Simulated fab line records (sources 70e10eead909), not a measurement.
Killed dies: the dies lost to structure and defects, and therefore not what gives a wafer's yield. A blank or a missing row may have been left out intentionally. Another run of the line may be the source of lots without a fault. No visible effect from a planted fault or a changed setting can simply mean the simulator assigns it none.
The tool behind it: which one?	flow nand-harc	33 wafers from 11 lots sampled at 3 of the route's 1302 steps

WHAT THE GAUGES SHOWED, per wafer
NHARC_P_STI_OCD_MEAS_17.
lot	measured	on	trench-foot-cd-nm (nm)
L890	day 2 21:57	ocd-02	154.6 154.9 158.5
L891	day 3 17:04	ocd-01	154.1 152.7 156.2
L892	day 3 16:54	ocd-02	154.6 156.2 158.4
L893	day 4 00:59	ocd-01	158.9 158.4 155.6
L895	day 5 01:36	ocd-01	160.8 164.3 162.2
L898	day 6 02:58	ocd-01	160.7 157.6 155.9
L906	day 9 13:40	ocd-01	156.9 152.5 154.0
L908	day 10 07:52	ocd-01	156.8 160.1 157.2
L909	day 10 19:04	ocd-02	153.2 156.0 153.2
L910	day 11 04:19	ocd-01	155.6 156.8 154.2
L911	day 11 15:37	ocd-02	157.7 155.2 152.9

WHAT TOOL EACH LOT RAN ON (gives the tool, then ch and the chambers of the sampled wafers, and finally the start)
lot	NHARC_P_ZERO_WELL_DESCUM_26	NHARC_P_STI_EXPOSE_06
L890	rie-diel-09 ch 0,1,2, day 1 22:38	krf-scanner-01 ch 0, day 2 21:01
L891	rie-diel-08 ch 1,2, day 2 08:47	krf-scanner-02 ch 0, day 3 16:08
L892	rie-diel-08 ch 0,2, day 2 18:44	krf-scanner-04 ch 0, day 3 15:58
L893	rie-diel-08 ch 0,3, day 3 04:40	krf-scanner-01 ch 0, day 4 00:02
L895	rie-diel-09 ch 0,2,3, day 4 00:59	krf-scanner-01 ch 0, day 5 00:36
L898	rie-diel-08 ch 0,2,3, day 5 06:48	krf-scanner-02 ch 0, day 6 02:02
L906	rie-diel-09 ch 0,2,3, day 8 14:51	krf-scanner-02 ch 0, day 9 12:43
L908	rie-diel-02 ch 1,2,3, day 9 10:47	krf-scanner-01 ch 0, day 10 06:55
L909	rie-diel-08 ch 1,2,3, day 9 20:46	krf-scanner-02 ch 0, day 10 18:02
L910	rie-diel-09 ch 1,2,3, day 10 06:42	krf-scanner-01 ch 0, day 11 03:22
L911	rie-diel-08 ch 1,2, day 10 16:45	krf-scanner-01 ch 0, day 11 14:40
- NHARC_P_ZERO_WELL_DESCUM_26: chemistry O2, time 3 s.
- NHARC_P_STI_EXPOSE_06: exposes mask P STI, target cd 200 nm.

THE ANSWER, worked out from the rows above alone
Rule: the usual values come from the lots themselves. Put in order of their means at a reading, lots are off if they are a third of the lots or fewer, leave a main group of 4 or more, and stand apart from it by a gap of 3 or more times the standard deviation of the main group's means; of several such gaps the widest counts. The tables above print the reading to a certain number of digits; a main group whose means all agree to those digits is not used. Also off: a lot with no number at a reading for which 4 or more lots have one. Where the step has rows for the other lots, those lots are counted as sound.
Off, at NHARC_P_STI_OCD_MEAS_17 on trench-foot-cd-nm: L895. Mean 156.0 nm and standard deviation 1.4 in the main group.
If a tool, at a process step before that reading, ran all the lots that are off and no sound lot after the first of them, it fits. Gauges at NHARC_P_STI_OCD_MEAS_17: tried the same way as those tools. Of those tried, none fits.

WHAT THE SIMULATOR HAD INSERTED
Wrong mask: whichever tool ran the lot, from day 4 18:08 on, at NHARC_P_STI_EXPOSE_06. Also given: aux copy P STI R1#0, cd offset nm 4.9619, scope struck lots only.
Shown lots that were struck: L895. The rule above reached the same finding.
